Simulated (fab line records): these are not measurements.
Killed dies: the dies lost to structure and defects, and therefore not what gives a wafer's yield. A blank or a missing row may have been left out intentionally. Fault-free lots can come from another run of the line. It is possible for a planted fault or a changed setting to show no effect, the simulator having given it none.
Which tool was responsible?	flow n5_finfet	11 lots with 31 wafers sampled at 5 steps, on a route of 1938 steps

== WHAT THE GAUGES READ, wafer by wafer ==
N5_BEOL_M10_INSPECT_58: inspects for defects (darkfield).
lot	measured	on	raw_defect_count
L720	day 10 00:25	defect_inspect-01	47 40 30
L722	day 10 05:43	defect_inspect-02	71 65 90
L724	day 11 07:28	defect_inspect-01	67 86 125
L723	day 11 13:48	defect_inspect-01	32 35 75
L726	day 12 04:10	defect_inspect-01	85 96 52
L729	day 12 07:02	defect_inspect-01	42 48 63
L728	day 12 13:41	defect_inspect-01	86 92 107
L733	day 13 23:03	defect_inspect-01	58 46 91
L735	day 14 10:01	defect_inspect-02	72 103
L739	day 15 08:43	defect_inspect-01	104 65
L742	day 16 01:41	defect_inspect-01	77 65 70

== WHAT TOOL EACH LOT RAN ON (gives the tool, then ch and the chambers of the sampled wafers, and finally the start) ==
lot	N5_BEOL_M10_ETCH_41	N5_BEOL_M10_SPUTTER_48	N5_BEOL_M10_ECD_50	N5_BEOL_M10_CMP_52
L720	rie_diel-04 ch 0,2,3, day 9 23:09 or earlier	pvd_sputter-01, day 9 23:09	ecd_cu-01 ch 0,1, day 9 23:16	cmp-02 ch 1,2,3, day 9 23:56
L722	rie_diel-06 ch 0,2,3, day 10 04:41 or earlier	pvd_sputter-01, day 10 04:41	ecd_cu-01 ch 0,1, day 10 04:50	cmp-03 ch 1,2, day 10 05:14
L724	rie_diel-04 ch 0,1, day 11 06:29 or earlier	pvd_sputter-01, day 11 06:29	ecd_cu-01 ch 0,1, day 11 06:36	cmp-02 ch 0,1,2, day 11 07:07
L723	rie_diel-04 ch 2,3, day 11 12:39 or earlier	pvd_sputter-02, day 11 12:39	ecd_cu-01 ch 0,1, day 11 12:48	cmp-02 ch 0,2,3, day 11 13:23
L726	rie_diel-01 ch 0,1,3, day 12 03:11 or earlier	pvd_sputter-02, day 12 03:11	ecd_cu-02 ch 0,1, day 12 03:20	cmp-01 ch 0,1,3, day 12 03:47
L729	rie_diel-06 ch 2,3, day 12 05:58 or earlier	pvd_sputter-01, day 12 05:58	ecd_cu-02 ch 0,1, day 12 06:05	cmp-02 ch 0,3, day 12 06:35
L728	rie_diel-04 ch 1,3, day 12 12:43 or earlier	pvd_sputter-03, day 12 12:43	ecd_cu-01 ch 0, day 12 12:50	cmp-03 ch 1,2,3, day 12 13:19
L733	rie_diel-04 ch 0,3, day 13 21:57 or earlier	pvd_sputter-01, day 13 21:57	ecd_cu-02 ch 0,1, day 13 22:04	cmp-01 ch 1,2, day 13 22:35
L735	rie_diel-04 ch 0,2, day 14 08:32 or earlier	pvd_sputter-03, day 14 08:32	ecd_cu-02 ch 0, day 14 08:47	cmp-02 ch 0,1, day 14 09:34
L739	rie_diel-06 ch 0,1, day 15 07:42 or earlier	pvd_sputter-02, day 15 07:42	ecd_cu-02 ch 1, day 15 07:52	cmp-02 ch 1,3, day 15 08:20
L742	rie_diel-01 ch 1,2,3, day 16 00:43 or earlier	pvd_sputter-02, day 16 00:43	ecd_cu-01 ch 0,1, day 16 00:50	cmp-01 ch 0,1,3, day 16 01:16
- N5_BEOL_M10_ETCH_41: etches SiCN in CH3F/O2, target depth 42.6 nm, time 86 s.
- N5_BEOL_M10_SPUTTER_48: material Cu, target thk 12 nm, time 2 s.
- N5_BEOL_M10_ECD_50: material Cu, target thk 318 nm.
- N5_BEOL_M10_CMP_52: polishes, stops on SiCOH lowk, t overpolish 7 s, target thk 140 nm.

== THE ANSWER, worked out from the rows above alone ==
Rule: usual is defined by the lots themselves. Put in order of their means at a reading, lots are off if they are a third of the lots or fewer, leave a main group of 4 or more, and stand apart from it by a gap of 3 or more times the standard deviation of the main group's means; of several such gaps the widest counts. The tables above print the reading to a certain number of digits; a main group whose means all agree to those digits is not used. Also off: a lot with no number at a reading for which 4 or more lots have one. Any other lot the step has rows for is counted as sound.
No lot is off at any reading shown: from this, nothing can be told.

== WHAT THE SIMULATOR HAD PUT IN ==
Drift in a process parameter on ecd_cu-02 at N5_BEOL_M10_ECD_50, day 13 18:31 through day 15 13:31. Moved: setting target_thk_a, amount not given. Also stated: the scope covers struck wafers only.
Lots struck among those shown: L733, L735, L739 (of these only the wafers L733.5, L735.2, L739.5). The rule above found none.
